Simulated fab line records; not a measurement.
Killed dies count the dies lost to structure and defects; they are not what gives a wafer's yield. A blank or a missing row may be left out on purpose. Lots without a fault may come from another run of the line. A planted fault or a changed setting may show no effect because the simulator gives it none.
Comparing a struck lot with a sound one	flow n5Finfet	33 steps out of a route of 1938
Sound: wafers L893.3, L893.4, L893.6. Struck: wafer L904.1 (left out: L904.2, L904.5 of the same lot, which were not struck); the cause appears at the end.
Order at every step that has rows: each side's tool, ch and its chambers, its first start. Under that, the readings that differ: sound wafers	struck wafers	difference of the means	sigmas: that difference in standard deviations of wafers without a fault.
alike: a reading whose means differ by less than 2 such deviations, as well as words and numbers matching on both sides. not compared: withheld readings; readings where some wafer has no value; bounds like >300 that might hide an equal value; numbers whose values overlap and for which the record gives no deviation.
A row with sigmas, a row that says differs or no value, or rows on one side alone: a step with any of these is where the two part. Numbers that don't overlap but have no deviation are shown without sigmas and don't part them. Lack of a reading on every wafer of one side parts them only where that side has two or more wafers.

first, 7 steps without rows for these wafers: N5_BEOL_M15_COAT_22 (resist thk 800 nm); N5_BEOL_M15_EBR_24; N5_BEOL_M15_SOFTBAKE_23 (time 60 s); N5_BEOL_M15_EXPOSE_25 (exposes mask M15, target cd 400 nm); N5_BEOL_M15_PEB_26 (peb time 90 s); N5_BEOL_M15_DEVELOP_27 (develop time 45 s); N5_BEOL_M15_HARDBAKE_32 (time 120 s).
N5_BEOL_M15_CD_MEAS_28 targets a cd of 407.6 nm.
  sound on cdSem-01 ch 0, day 12 06:10; struck on cdSem-02 ch 0, day 15 19:48
  alike: cdNm
N5_BEOL_M15_OVL_MEAS_29:
  sound on overlay-02 ch 0, day 12 06:12; struck on overlay-02 ch 0, day 15 19:50
  alike: M15_OVL
N5_BEOL_M15_INSPECT_30: inspects for defects (macro).
  sound: defectInspect-02 at day 12 06:14; struck: defectInspect-02 at day 15 19:52
  alike: rawDefectCount
then, 2 steps without rows for these wafers: N5_BEOL_M15_DESCUM_33 (chemistry O2, time 7.9 s); N5_BEOL_M15_ETCH_61 (etches BARC in N2/H2, target depth 89 nm, overetch 26.7 nm, time 67.9 s).
N5_BEOL_M15_TRENCH_ETCH_34: etches SiO2 in C4F8/O2/Ar, target depth 872.93 nm, time 199 s.
  sound on rieDiel-03 ch 1,2,3, day 12 06:32; struck on rieDiel-02 ch 2, day 15 19:59
reading	sound	struck	difference	sigmas
model.etch.depthNm (nm)	847.8 859.5 887.4	927.5	+62.6	
  alike: C4F8_flow_sccm, drypumpMotorCurrentA, oesProductAu, rfVppV, showerheadPlenumPTorr, throttleValvePct
  not compared: rfHoursCounterH, model.coat_of_BEOL_M15_COAT_22.thkNm
then, 2 steps without rows for these wafers: N5_BEOL_M15_STRIP_36 (strips in O2); N5_BEOL_M15_STRIP_62 (strips in O2).
N5_BEOL_M15_STRIP_37: strips in O2.
  sound: rieDiel-02 ch 1,2; struck: rieDiel-03 ch 1
  alike: drypumpMotorCurrentA, oesProductAu, rfVppV, showerheadPlenumPTorr, throttleValvePct
  not compared: rfHoursCounterH
then, 4 steps without rows for these wafers: N5_BEOL_M15_ETCH_38 (etches SiCN in CF4/N2, target depth 106.4 nm, time 120.5 s); N5_BEOL_M15_PRECLEAN_39 (cleans in residue remover, time 60 s); N5_BEOL_M15_SRD_40 (time 30 s, dry time 30 s); N5_BEOL_M15_DEGAS_41 (time 60 s).
N5_BEOL_M15_PRE_CLEAN_42: time 30 s.
  sound: pvdSputter-02 at day 12 20:15; struck: pvdSputter-03 at day 15 21:40
  alike: heaterPowerW
N5_BEOL_M15_SPUTTER_43: material TaN, target thk 15 nm, time 24.19 s.
  sound: pvdSputter-02 at day 12 20:17; struck: pvdSputter-03 at day 15 21:43
  alike: throttleValvePct
then, 1 step without rows for these wafers: N5_BEOL_M15_SPUTTER_44 (material Ta, target thk 15 nm, time 24.19 s).
N5_BEOL_M15_SPUTTER_45: material Cu, target thk 100 nm, time 16.67 s.
  sound: pvdSputter-02 at day 12 20:27; struck: pvdSputter-03 at day 15 21:52
  alike: throttleValvePct
then, 2 steps without rows for these wafers: N5_BEOL_M15_ECD_47 (material Cu, target thk 1860 nm); N5_BEOL_M15_ANNEAL_48 (time 90 s).
N5_BEOL_M15_CMP_49: polishes, stops on SiO2, t overpolish 4.9 s, target thk 850 nm.
  sound on cmp-02 ch 0,1,2, day 12 21:11; struck on cmp-04 ch 0, day 15 22:41
reading	sound	struck	difference	sigmas
overpolishRunS (s)	4.907 4.891 4.892	4.916	+0.019	+2
model.Cu_of_BEOL_M15_ECD_47.thkNm (nm)	826.8 837.4 864.8	904.8	+61.8	
  alike: barrierFieldEndpointS, motorCurrentA
N5_BEOL_M15_THK_MEAS_50: measures by xrf.
  sound: filmMetro-01 at day 12 21:25; struck: filmMetro-02 at day 15 22:55
reading	sound	struck	difference	sigmas
M15_THK (nm)	823 833 863	929	+89	+5
then, 1 step without rows for these wafers: N5_BEOL_M15_PRE_CLEAN_52 (time 15 s).
N5_BEOL_M15_DEP_53: deposits SiCN from 3MS/NH3, target thk 50 nm, time 17.8 s.
  sound on pecvd-01 ch 0,1, day 12 21:28; struck on pecvd-02 ch 1, day 15 22:58
  alike: showerheadPlenumPTorr, throttleValvePct
N5_BEOL_M15_RS_MEAS_54: measurement is done with a four-point probe.
  sound: filmMetro-01 at day 12 21:32; struck: filmMetro-01 at day 15 23:02
reading	sound	struck	difference	sigmas
M15_RS (ohm/sq)	0.0222 0.0219 0.0212	0.0203	-0.0015	-4
N5_BEOL_M15_INSPECT_55: inspects for defects (darkfield).
  sound: defectInspect-01 at day 12 21:34; struck: defectInspect-01 at day 15 23:04
  alike: rawDefectCount
following that, these wafers have no rows for 1 step: N5_PASSIVATION_PROBE_49.

## WHERE THEY PART
First at N5_BEOL_M15_CMP_49; last, within this record, at N5_BEOL_M15_RS_MEAS_54. Later steps at which nothing parts them and some readings are alike: N5_BEOL_M15_INSPECT_55.

WHY: what had been put in by the simulator
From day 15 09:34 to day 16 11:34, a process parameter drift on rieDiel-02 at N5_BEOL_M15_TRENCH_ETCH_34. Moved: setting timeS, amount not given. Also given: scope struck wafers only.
